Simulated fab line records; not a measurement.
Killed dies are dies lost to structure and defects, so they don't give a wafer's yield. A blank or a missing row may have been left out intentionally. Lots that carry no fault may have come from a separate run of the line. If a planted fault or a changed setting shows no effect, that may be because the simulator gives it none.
The tool behind it: which one? || flow n5-finfet || 24 lots, 72 wafers sampled, at 4 steps of a route of 1938

## WHAT THE GAUGES READ, wafer by wafer
N5_BEOL_M15_INSPECT_12: inspects for defects (macro). Usual: raw-defect-count reads 2.1 (standard deviation 1.5).
{"lot": "L075", "measured": "day 12 13:20", "on": "defect-inspect-02", "raw-defect-count": "5 6 3", "flag": ""}
{"lot": "L077", "measured": "day 12 18:24", "on": "defect-inspect-02", "raw-defect-count": "3 3 1", "flag": ""}
{"lot": "L076", "measured": "day 13 03:54", "on": "defect-inspect-02", "raw-defect-count": "0 1 1", "flag": ""}
{"lot": "L074", "measured": "day 13 03:56", "on": "defect-inspect-02", "raw-defect-count": "2 1 3", "flag": ""}
{"lot": "L079", "measured": "day 14 02:28", "on": "defect-inspect-02", "raw-defect-count": "0 2 3", "flag": ""}
{"lot": "L078", "measured": "day 14 03:25", "on": "defect-inspect-02", "raw-defect-count": "4 1 3", "flag": ""}
{"lot": "L081", "measured": "day 14 14:16", "on": "defect-inspect-02", "raw-defect-count": "1 2 0", "flag": ""}
{"lot": "L080", "measured": "day 14 18:19", "on": "defect-inspect-02", "raw-defect-count": "2 2 6", "flag": ""}
{"lot": "L083", "measured": "day 15 05:29", "on": "defect-inspect-02", "raw-defect-count": "2 1 3", "flag": ""}
{"lot": "L085", "measured": "day 15 19:38", "on": "defect-inspect-01", "raw-defect-count": "2 1 4", "flag": ""}
{"lot": "L084", "measured": "day 16 00:56", "on": "defect-inspect-01", "raw-defect-count": "3 2 3", "flag": ""}
{"lot": "L082", "measured": "day 16 01:55", "on": "defect-inspect-02", "raw-defect-count": "1 2 1", "flag": ""}
{"lot": "L087", "measured": "day 16 02:07", "on": "defect-inspect-01", "raw-defect-count": "2 1 3", "flag": ""}
{"lot": "L086", "measured": "day 16 05:48", "on": "defect-inspect-01", "raw-defect-count": "2 3 2", "flag": ""}
{"lot": "L088", "measured": "day 16 21:05", "on": "defect-inspect-02", "raw-defect-count": "1 1 3", "flag": ""}
{"lot": "L090", "measured": "day 16 23:46", "on": "defect-inspect-02", "raw-defect-count": "3 9 2", "flag": ""}
{"lot": "L089", "measured": "day 17 03:45", "on": "defect-inspect-01", "raw-defect-count": "0 1 0", "flag": ""}
{"lot": "L091", "measured": "day 17 16:04", "on": "defect-inspect-02", "raw-defect-count": "2 2 0", "flag": ""}
{"lot": "L093", "measured": "day 17 18:14", "on": "defect-inspect-02", "raw-defect-count": "1 2 0", "flag": ""}
{"lot": "L092", "measured": "day 17 18:25", "on": "defect-inspect-01", "raw-defect-count": "3 2 4", "flag": ""}
{"lot": "L097", "measured": "day 17 20:57", "on": "defect-inspect-01", "raw-defect-count": "0 2 3", "flag": ""}
{"lot": "L094", "measured": "day 18 07:22", "on": "defect-inspect-02", "raw-defect-count": "2 2 1", "flag": ""}
{"lot": "L095", "measured": "day 18 19:14", "on": "defect-inspect-01", "raw-defect-count": "2 5 2", "flag": ""}
{"lot": "L096", "measured": "day 18 19:46", "on": "defect-inspect-01", "raw-defect-count": "2 2 5", "flag": ""}

## TOOL THAT RAN EACH LOT (tool first, then ch and the chambers of the sampled wafers, then the start)
{"lot": "L075", "N5_BEOL_M14_STRIP_64": "rie-diel-05 ch 0,1,2, day 12 11:29 or earlier", "N5_BEOL_M14_SPUTTER_43": "pvd-sputter-03, day 12 11:29", "N5_BEOL_M14_SPUTTER_45": "pvd-sputter-03, day 12 11:39"}
{"lot": "L077", "N5_BEOL_M14_STRIP_64": "rie-diel-05 ch 0,1,3, day 12 16:14 or earlier", "N5_BEOL_M14_SPUTTER_43": "pvd-sputter-03, day 12 16:14", "N5_BEOL_M14_SPUTTER_45": "pvd-sputter-03, day 12 16:23"}
{"lot": "L076", "N5_BEOL_M14_STRIP_64": "rie-diel-05 ch 1,2,3, day 13 01:23 or earlier", "N5_BEOL_M14_SPUTTER_43": "pvd-sputter-01, day 13 01:23", "N5_BEOL_M14_SPUTTER_45": "pvd-sputter-01, day 13 01:32"}
{"lot": "L074", "N5_BEOL_M14_STRIP_64": "rie-diel-03 ch 0,3, day 13 01:38 or earlier", "N5_BEOL_M14_SPUTTER_43": "pvd-sputter-02, day 13 01:38", "N5_BEOL_M14_SPUTTER_45": "pvd-sputter-02, day 13 01:48"}
{"lot": "L079", "N5_BEOL_M14_STRIP_64": "rie-diel-02 ch 0,1,3, day 14 00:35 or earlier", "N5_BEOL_M14_SPUTTER_43": "pvd-sputter-02, day 14 00:35", "N5_BEOL_M14_SPUTTER_45": "pvd-sputter-02, day 14 00:45"}
{"lot": "L078", "N5_BEOL_M14_STRIP_64": "rie-diel-03 ch 0,1, day 14 01:27 or earlier", "N5_BEOL_M14_SPUTTER_43": "pvd-sputter-01, day 14 01:27", "N5_BEOL_M14_SPUTTER_45": "pvd-sputter-01, day 14 01:37"}
{"lot": "L081", "N5_BEOL_M14_STRIP_64": "rie-diel-05 ch 1,2, day 14 12:00 or earlier", "N5_BEOL_M14_SPUTTER_43": "pvd-sputter-02, day 14 12:00", "N5_BEOL_M14_SPUTTER_45": "pvd-sputter-02, day 14 12:10"}
{"lot": "L080", "N5_BEOL_M14_STRIP_64": "rie-diel-03 ch 1,3, day 14 15:21 or earlier", "N5_BEOL_M14_SPUTTER_43": "pvd-sputter-02, day 14 15:21", "N5_BEOL_M14_SPUTTER_45": "pvd-sputter-02, day 14 15:31"}
{"lot": "L083", "N5_BEOL_M14_STRIP_64": "rie-diel-03 ch 1,2, day 15 03:31 or earlier", "N5_BEOL_M14_SPUTTER_43": "pvd-sputter-01, day 15 03:31", "N5_BEOL_M14_SPUTTER_45": "pvd-sputter-01, day 15 03:40"}
{"lot": "L085", "N5_BEOL_M14_STRIP_64": "rie-diel-02 ch 0,3, day 15 17:45 or earlier", "N5_BEOL_M14_SPUTTER_43": "pvd-sputter-01, day 15 17:45", "N5_BEOL_M14_SPUTTER_45": "pvd-sputter-01, day 15 17:55"}
{"lot": "L084", "N5_BEOL_M14_STRIP_64": "rie-diel-03 ch 1,3, day 15 22:57 or earlier", "N5_BEOL_M14_SPUTTER_43": "pvd-sputter-03, day 15 22:57", "N5_BEOL_M14_SPUTTER_45": "pvd-sputter-03, day 15 23:07"}
{"lot": "L082", "N5_BEOL_M14_STRIP_64": "rie-diel-05 ch 1,2,3, day 16 00:03 or earlier", "N5_BEOL_M14_SPUTTER_43": "pvd-sputter-01, day 16 00:03", "N5_BEOL_M14_SPUTTER_45": "pvd-sputter-01, day 16 00:13"}
{"lot": "L087", "N5_BEOL_M14_STRIP_64": "rie-diel-05 ch 1,2,3, day 16 00:04 or earlier", "N5_BEOL_M14_SPUTTER_43": "pvd-sputter-03, day 16 00:04", "N5_BEOL_M14_SPUTTER_45": "pvd-sputter-03, day 16 00:14"}
{"lot": "L086", "N5_BEOL_M14_STRIP_64": "rie-diel-05 ch 1,2,3, day 16 03:35 or earlier", "N5_BEOL_M14_SPUTTER_43": "pvd-sputter-03, day 16 03:35", "N5_BEOL_M14_SPUTTER_45": "pvd-sputter-03, day 16 03:45"}
{"lot": "L088", "N5_BEOL_M14_STRIP_64": "rie-diel-03 ch 1,2,3, day 16 19:04 or earlier", "N5_BEOL_M14_SPUTTER_43": "pvd-sputter-01, day 16 19:04", "N5_BEOL_M14_SPUTTER_45": "pvd-sputter-01, day 16 19:14"}
{"lot": "L090", "N5_BEOL_M14_STRIP_64": "rie-diel-03 ch 1,2, day 16 21:47 or earlier", "N5_BEOL_M14_SPUTTER_43": "pvd-sputter-02, day 16 21:47", "N5_BEOL_M14_SPUTTER_45": "pvd-sputter-02, day 16 21:56"}
{"lot": "L089", "N5_BEOL_M14_STRIP_64": "rie-diel-05 ch 0,1,3, day 17 01:43 or earlier", "N5_BEOL_M14_SPUTTER_43": "pvd-sputter-02, day 17 01:43", "N5_BEOL_M14_SPUTTER_45": "pvd-sputter-02, day 17 01:53"}
{"lot": "L091", "N5_BEOL_M14_STRIP_64": "rie-diel-03 ch 1,2,3, day 17 13:50 or earlier", "N5_BEOL_M14_SPUTTER_43": "pvd-sputter-01, day 17 13:50", "N5_BEOL_M14_SPUTTER_45": "pvd-sputter-01, day 17 13:59"}
{"lot": "L093", "N5_BEOL_M14_STRIP_64": "rie-diel-03 ch 1,2,3, day 17 16:22 or earlier", "N5_BEOL_M14_SPUTTER_43": "pvd-sputter-03, day 17 16:22", "N5_BEOL_M14_SPUTTER_45": "pvd-sputter-03, day 17 16:32"}
{"lot": "L092", "N5_BEOL_M14_STRIP_64": "rie-diel-03 ch 1,2,3, day 17 16:23 or earlier", "N5_BEOL_M14_SPUTTER_43": "pvd-sputter-01, day 17 16:23", "N5_BEOL_M14_SPUTTER_45": "pvd-sputter-01, day 17 16:33"}
{"lot": "L097", "N5_BEOL_M14_STRIP_64": "rie-diel-03 ch 2,3, day 17 18:58 or earlier", "N5_BEOL_M14_SPUTTER_43": "pvd-sputter-03, day 17 18:58", "N5_BEOL_M14_SPUTTER_45": "pvd-sputter-03, day 17 19:08"}
{"lot": "L094", "N5_BEOL_M14_STRIP_64": "rie-diel-02 ch 1,2, day 18 05:23 or earlier", "N5_BEOL_M14_SPUTTER_43": "pvd-sputter-02, day 18 05:23", "N5_BEOL_M14_SPUTTER_45": "pvd-sputter-02, day 18 05:33"}
{"lot": "L095", "N5_BEOL_M14_STRIP_64": "rie-diel-03 ch 1,2,3, day 18 16:57 or earlier", "N5_BEOL_M14_SPUTTER_43": "pvd-sputter-03, day 18 16:57", "N5_BEOL_M14_SPUTTER_45": "pvd-sputter-03, day 18 17:07"}
{"lot": "L096", "N5_BEOL_M14_STRIP_64": "rie-diel-02 ch 0,1,3, day 18 17:46 or earlier", "N5_BEOL_M14_SPUTTER_43": "pvd-sputter-03, day 18 17:46", "N5_BEOL_M14_SPUTTER_45": "pvd-sputter-03, day 18 17:56"}
- N5_BEOL_M14_STRIP_64: strips in O2.
- N5_BEOL_M14_SPUTTER_43: material TaN, target thk 15 nm, time 24.19 s.
- N5_BEOL_M14_SPUTTER_45: material Cu, target thk 100 nm, time 16.67 s.

## AS READ BY THE TOOLS THEMSELVES (means over the sampled wafers that have a number; for cases with no such wafer, the mark the record gives instead)
N5_BEOL_M14_STRIP_64. Usual: drypump-motor-current-A 5.7 A, standard deviation 0.4; oes-product-au 0.81 a.u., standard deviation 0.081; rf-vpp-V 3.6 V, standard deviation 0.48; showerhead-plenum-p-Torr 2.11 Torr, standard deviation 0.059; throttle-valve-pct 16.71 %, standard deviation 0.2.
{"lot": "L075", "tool": "rie-diel-05", "drypump-motor-current-A (A)": 6.1, "oes-product-au (a.u.)": 0.78, "rf-vpp-V (V)": 3.9, "showerhead-plenum-p-Torr (Torr)": 2.07, "throttle-valve-pct (%)": 16.72, "flag": ""}
{"lot": "L077", "tool": "rie-diel-05", "drypump-motor-current-A (A)": 5.7, "oes-product-au (a.u.)": 0.73, "rf-vpp-V (V)": 3.4, "showerhead-plenum-p-Torr (Torr)": 2.11, "throttle-valve-pct (%)": 16.78, "flag": ""}
{"lot": "L076", "tool": "rie-diel-05", "drypump-motor-current-A (A)": 6.0, "oes-product-au (a.u.)": 0.77, "rf-vpp-V (V)": 3.6, "showerhead-plenum-p-Torr (Torr)": 2.08, "throttle-valve-pct (%)": 16.84, "flag": ""}
{"lot": "L074", "tool": "rie-diel-03", "drypump-motor-current-A (A)": 5.6, "oes-product-au (a.u.)": 0.75, "rf-vpp-V (V)": 3.8, "showerhead-plenum-p-Torr (Torr)": 2.10, "throttle-valve-pct (%)": 16.92, "flag": ""}
{"lot": "L079", "tool": "rie-diel-02", "drypump-motor-current-A (A)": 5.8, "oes-product-au (a.u.)": 0.76, "rf-vpp-V (V)": 3.6, "showerhead-plenum-p-Torr (Torr)": 2.12, "throttle-valve-pct (%)": 16.77, "flag": ""}
{"lot": "L078", "tool": "rie-diel-03", "drypump-motor-current-A (A)": 5.4, "oes-product-au (a.u.)": 0.84, "rf-vpp-V (V)": 3.7, "showerhead-plenum-p-Torr (Torr)": 2.13, "throttle-valve-pct (%)": 16.76, "flag": ""}
{"lot": "L081", "tool": "rie-diel-05", "drypump-motor-current-A (A)": 6.1, "oes-product-au (a.u.)": 0.80, "rf-vpp-V (V)": 3.3, "showerhead-plenum-p-Torr (Torr)": 2.02, "throttle-valve-pct (%)": 16.70, "flag": ""}
{"lot": "L080", "tool": "rie-diel-03", "drypump-motor-current-A (A)": 5.6, "oes-product-au (a.u.)": 0.89, "rf-vpp-V (V)": 3.4, "showerhead-plenum-p-Torr (Torr)": 2.14, "throttle-valve-pct (%)": 16.69, "flag": ""}
{"lot": "L083", "tool": "rie-diel-03", "drypump-motor-current-A (A)": 5.3, "oes-product-au (a.u.)": 0.84, "rf-vpp-V (V)": 3.9, "showerhead-plenum-p-Torr (Torr)": 2.11, "throttle-valve-pct (%)": 16.47, "flag": ""}
{"lot": "L085", "tool": "rie-diel-02", "drypump-motor-current-A (A)": 6.0, "oes-product-au (a.u.)": 0.86, "rf-vpp-V (V)": 3.1, "showerhead-plenum-p-Torr (Torr)": 2.23, "throttle-valve-pct (%)": 16.71, "flag": ""}
{"lot": "L084", "tool": "rie-diel-03", "drypump-motor-current-A (A)": 5.6, "oes-product-au (a.u.)": 0.87, "rf-vpp-V (V)": 3.7, "showerhead-plenum-p-Torr (Torr)": 2.13, "throttle-valve-pct (%)": 16.70, "flag": ""}
{"lot": "L082", "tool": "rie-diel-05", "drypump-motor-current-A (A)": 6.0, "oes-product-au (a.u.)": 0.85, "rf-vpp-V (V)": 3.6, "showerhead-plenum-p-Torr (Torr)": 2.07, "throttle-valve-pct (%)": 16.72, "flag": ""}
{"lot": "L087", "tool": "rie-diel-05", "drypump-motor-current-A (A)": 6.0, "oes-product-au (a.u.)": 0.86, "rf-vpp-V (V)": 3.4, "showerhead-plenum-p-Torr (Torr)": 2.07, "throttle-valve-pct (%)": 16.71, "flag": ""}
{"lot": "L086", "tool": "rie-diel-05", "drypump-motor-current-A (A)": 6.0, "oes-product-au (a.u.)": 0.85, "rf-vpp-V (V)": 3.4, "showerhead-plenum-p-Torr (Torr)": 2.07, "throttle-valve-pct (%)": 16.71, "flag": ""}
{"lot": "L088", "tool": "rie-diel-03", "drypump-motor-current-A (A)": 5.5, "oes-product-au (a.u.)": 0.83, "rf-vpp-V (V)": 3.8, "showerhead-plenum-p-Torr (Torr)": 2.12, "throttle-valve-pct (%)": 16.64, "flag": ""}
{"lot": "L090", "tool": "rie-diel-03", "drypump-motor-current-A (A)": 5.3, "oes-product-au (a.u.)": 0.82, "rf-vpp-V (V)": 3.7, "showerhead-plenum-p-Torr (Torr)": 2.11, "throttle-valve-pct (%)": 16.50, "flag": ""}
{"lot": "L089", "tool": "rie-diel-05", "drypump-motor-current-A (A)": 5.6, "oes-product-au (a.u.)": 0.89, "rf-vpp-V (V)": 3.9, "showerhead-plenum-p-Torr (Torr)": 2.10, "throttle-valve-pct (%)": 16.52, "flag": ""}
{"lot": "L091", "tool": "rie-diel-03", "drypump-motor-current-A (A)": 5.5, "oes-product-au (a.u.)": 0.83, "rf-vpp-V (V)": 3.9, "showerhead-plenum-p-Torr (Torr)": 2.12, "throttle-valve-pct (%)": 16.63, "flag": ""}
{"lot": "L093", "tool": "rie-diel-03", "drypump-motor-current-A (A)": 5.5, "oes-product-au (a.u.)": 0.83, "rf-vpp-V (V)": 3.6, "showerhead-plenum-p-Torr (Torr)": 2.12, "throttle-valve-pct (%)": 16.64, "flag": ""}
{"lot": "L092", "tool": "rie-diel-03", "drypump-motor-current-A (A)": 5.5, "oes-product-au (a.u.)": 0.82, "rf-vpp-V (V)": 3.8, "showerhead-plenum-p-Torr (Torr)": 2.12, "throttle-valve-pct (%)": 16.65, "flag": ""}
{"lot": "L097", "tool": "rie-diel-03", "drypump-motor-current-A (A)": 5.7, "oes-product-au (a.u.)": 0.81, "rf-vpp-V (V)": 3.7, "showerhead-plenum-p-Torr (Torr)": 2.11, "throttle-valve-pct (%)": 16.69, "flag": ""}
{"lot": "L094", "tool": "rie-diel-02", "drypump-motor-current-A (A)": 5.4, "oes-product-au (a.u.)": 0.75, "rf-vpp-V (V)": 3.6, "showerhead-plenum-p-Torr (Torr)": 2.14, "throttle-valve-pct (%)": 16.65, "flag": ""}
{"lot": "L095", "tool": "rie-diel-03", "drypump-motor-current-A (A)": 5.5, "oes-product-au (a.u.)": 0.82, "rf-vpp-V (V)": 3.4, "showerhead-plenum-p-Torr (Torr)": 2.11, "throttle-valve-pct (%)": 16.66, "flag": ""}
{"lot": "L096", "tool": "rie-diel-02", "drypump-motor-current-A (A)": 5.8, "oes-product-au (a.u.)": 0.81, "rf-vpp-V (V)": 3.8, "showerhead-plenum-p-Torr (Torr)": 2.19, "throttle-valve-pct (%)": 16.68, "flag": ""}

N5_BEOL_M14_SPUTTER_43. Usual: substrate-temp-c 50.01 C, standard deviation 0.11; throttle-valve-pct 29.9 %, standard deviation 0.73.
{"lot": "L075", "tool": "pvd-sputter-03", "substrate-temp-c (C)": 49.99, "throttle-valve-pct (%)": 29.7, "flag": ""}
{"lot": "L077", "tool": "pvd-sputter-03", "substrate-temp-c (C)": 49.98, "throttle-valve-pct (%)": 30.0, "flag": ""}
{"lot": "L076", "tool": "pvd-sputter-01", "substrate-temp-c (C)": 49.99, "throttle-valve-pct (%)": 30.1, "flag": ""}
{"lot": "L074", "tool": "pvd-sputter-02", "substrate-temp-c (C)": 49.87, "throttle-valve-pct (%)": 29.8, "flag": ""}
{"lot": "L079", "tool": "pvd-sputter-02", "substrate-temp-c (C)": 50.12, "throttle-valve-pct (%)": 30.0, "flag": ""}
{"lot": "L078", "tool": "pvd-sputter-01", "substrate-temp-c (C)": 50.06, "throttle-valve-pct (%)": 30.4, "flag": ""}
{"lot": "L081", "tool": "pvd-sputter-02", "substrate-temp-c (C)": 49.98, "throttle-valve-pct (%)": 30.1, "flag": ""}
{"lot": "L080", "tool": "pvd-sputter-02", "substrate-temp-c (C)": 50.05, "throttle-valve-pct (%)": 29.9, "flag": ""}
{"lot": "L083", "tool": "pvd-sputter-01", "substrate-temp-c (C)": 49.95, "throttle-valve-pct (%)": 30.4, "flag": ""}
{"lot": "L085", "tool": "pvd-sputter-01", "substrate-temp-c (C)": 50.02, "throttle-valve-pct (%)": 30.3, "flag": ""}
{"lot": "L084", "tool": "pvd-sputter-03", "substrate-temp-c (C)": 50.11, "throttle-valve-pct (%)": 29.7, "flag": ""}
{"lot": "L082", "tool": "pvd-sputter-01", "substrate-temp-c (C)": 50.04, "throttle-valve-pct (%)": 30.3, "flag": ""}
{"lot": "L087", "tool": "pvd-sputter-03", "substrate-temp-c (C)": 49.96, "throttle-valve-pct (%)": 30.3, "flag": ""}
{"lot": "L086", "tool": "pvd-sputter-03", "substrate-temp-c (C)": 50.01, "throttle-valve-pct (%)": 29.5, "flag": ""}
{"lot": "L088", "tool": "pvd-sputter-01", "substrate-temp-c (C)": 50.11, "throttle-valve-pct (%)": 30.1, "flag": ""}
{"lot": "L090", "tool": "pvd-sputter-02", "substrate-temp-c (C)": 49.97, "throttle-valve-pct (%)": 30.2, "flag": ""}
{"lot": "L089", "tool": "pvd-sputter-02", "substrate-temp-c (C)": 49.97, "throttle-valve-pct (%)": 30.3, "flag": ""}
{"lot": "L091", "tool": "pvd-sputter-01", "substrate-temp-c (C)": 50.13, "throttle-valve-pct (%)": 30.2, "flag": ""}
{"lot": "L093", "tool": "pvd-sputter-03", "substrate-temp-c (C)": 50.03, "throttle-valve-pct (%)": 30.0, "flag": ""}
{"lot": "L092", "tool": "pvd-sputter-01", "substrate-temp-c (C)": 50.08, "throttle-valve-pct (%)": 30.2, "flag": ""}
{"lot": "L097", "tool": "pvd-sputter-03", "substrate-temp-c (C)": 49.96, "throttle-valve-pct (%)": 29.6, "flag": ""}
{"lot": "L094", "tool": "pvd-sputter-02", "substrate-temp-c (C)": 49.95, "throttle-valve-pct (%)": 30.1, "flag": ""}
{"lot": "L095", "tool": "pvd-sputter-03", "substrate-temp-c (C)": 50.08, "throttle-valve-pct (%)": 30.0, "flag": ""}
{"lot": "L096", "tool": "pvd-sputter-03", "substrate-temp-c (C)": 49.91, "throttle-valve-pct (%)": 29.5, "flag": ""}

N5_BEOL_M14_SPUTTER_45. Usual: substrate-temp-c -20.00 C, standard deviation 0.098; throttle-valve-pct 30.0 %, standard deviation 0.72.
{"lot": "L075", "tool": "pvd-sputter-03", "substrate-temp-c (C)": -19.95, "throttle-valve-pct (%)": 29.6, "flag": ""}
{"lot": "L077", "tool": "pvd-sputter-03", "substrate-temp-c (C)": -19.99, "throttle-valve-pct (%)": 29.9, "flag": ""}
{"lot": "L076", "tool": "pvd-sputter-01", "substrate-temp-c (C)": -20.04, "throttle-valve-pct (%)": 30.0, "flag": ""}
{"lot": "L074", "tool": "pvd-sputter-02", "substrate-temp-c (C)": -19.97, "throttle-valve-pct (%)": 29.9, "flag": ""}
{"lot": "L079", "tool": "pvd-sputter-02", "substrate-temp-c (C)": -19.99, "throttle-valve-pct (%)": 30.1, "flag": ""}
{"lot": "L078", "tool": "pvd-sputter-01", "substrate-temp-c (C)": -19.91, "throttle-valve-pct (%)": 30.4, "flag": ""}
{"lot": "L081", "tool": "pvd-sputter-02", "substrate-temp-c (C)": -20.03, "throttle-valve-pct (%)": 30.3, "flag": ""}
{"lot": "L080", "tool": "pvd-sputter-02", "substrate-temp-c (C)": -20.03, "throttle-valve-pct (%)": 30.0, "flag": ""}
{"lot": "L083", "tool": "pvd-sputter-01", "substrate-temp-c (C)": -19.98, "throttle-valve-pct (%)": 30.2, "flag": ""}
{"lot": "L085", "tool": "pvd-sputter-01", "substrate-temp-c (C)": -20.13, "throttle-valve-pct (%)": 30.2, "flag": ""}
{"lot": "L084", "tool": "pvd-sputter-03", "substrate-temp-c (C)": -20.06, "throttle-valve-pct (%)": 29.7, "flag": ""}
{"lot": "L082", "tool": "pvd-sputter-01", "substrate-temp-c (C)": -19.99, "throttle-valve-pct (%)": 30.3, "flag": ""}
{"lot": "L087", "tool": "pvd-sputter-03", "substrate-temp-c (C)": -20.02, "throttle-valve-pct (%)": 30.3, "flag": ""}
{"lot": "L086", "tool": "pvd-sputter-03", "substrate-temp-c (C)": -20.00, "throttle-valve-pct (%)": 29.7, "flag": ""}
{"lot": "L088", "tool": "pvd-sputter-01", "substrate-temp-c (C)": -20.11, "throttle-valve-pct (%)": 30.2, "flag": ""}
{"lot": "L090", "tool": "pvd-sputter-02", "substrate-temp-c (C)": -20.03, "throttle-valve-pct (%)": 30.0, "flag": ""}
{"lot": "L089", "tool": "pvd-sputter-02", "substrate-temp-c (C)": -19.98, "throttle-valve-pct (%)": 30.3, "flag": ""}
{"lot": "L091", "tool": "pvd-sputter-01", "substrate-temp-c (C)": -20.06, "throttle-valve-pct (%)": 30.2, "flag": ""}
{"lot": "L093", "tool": "pvd-sputter-03", "substrate-temp-c (C)": -19.97, "throttle-valve-pct (%)": 30.0, "flag": ""}
{"lot": "L092", "tool": "pvd-sputter-01", "substrate-temp-c (C)": -20.00, "throttle-valve-pct (%)": 30.4, "flag": ""}
{"lot": "L097", "tool": "pvd-sputter-03", "substrate-temp-c (C)": -20.03, "throttle-valve-pct (%)": 29.5, "flag": ""}
{"lot": "L094", "tool": "pvd-sputter-02", "substrate-temp-c (C)": -19.99, "throttle-valve-pct (%)": 30.1, "flag": ""}
{"lot": "L095", "tool": "pvd-sputter-03", "substrate-temp-c (C)": -20.04, "throttle-valve-pct (%)": 29.9, "flag": ""}
{"lot": "L096", "tool": "pvd-sputter-03", "substrate-temp-c (C)": -20.03, "throttle-valve-pct (%)": 29.6, "flag": ""}

## THE ANSWER, worked out from the rows above alone
Rule: a lot counts as off when the mean over its wafers that have a number is more than 3 standard deviations away from the usual mean. A lot without any number at a reading at which 4 lots or more have one is off too. Where the step has rows for the other lots, those lots are counted as sound. The gauges are gone through in route order, then the tools' own readings, and for those a lot's mean is taken as printed above. The first step at which some lot is off is used, and at that step the reading that is off furthest; a lot without a number counts as furthest.
None of the lots is off at any reading shown; this tells nothing.

## WHAT THE SIMULATOR PUT IN
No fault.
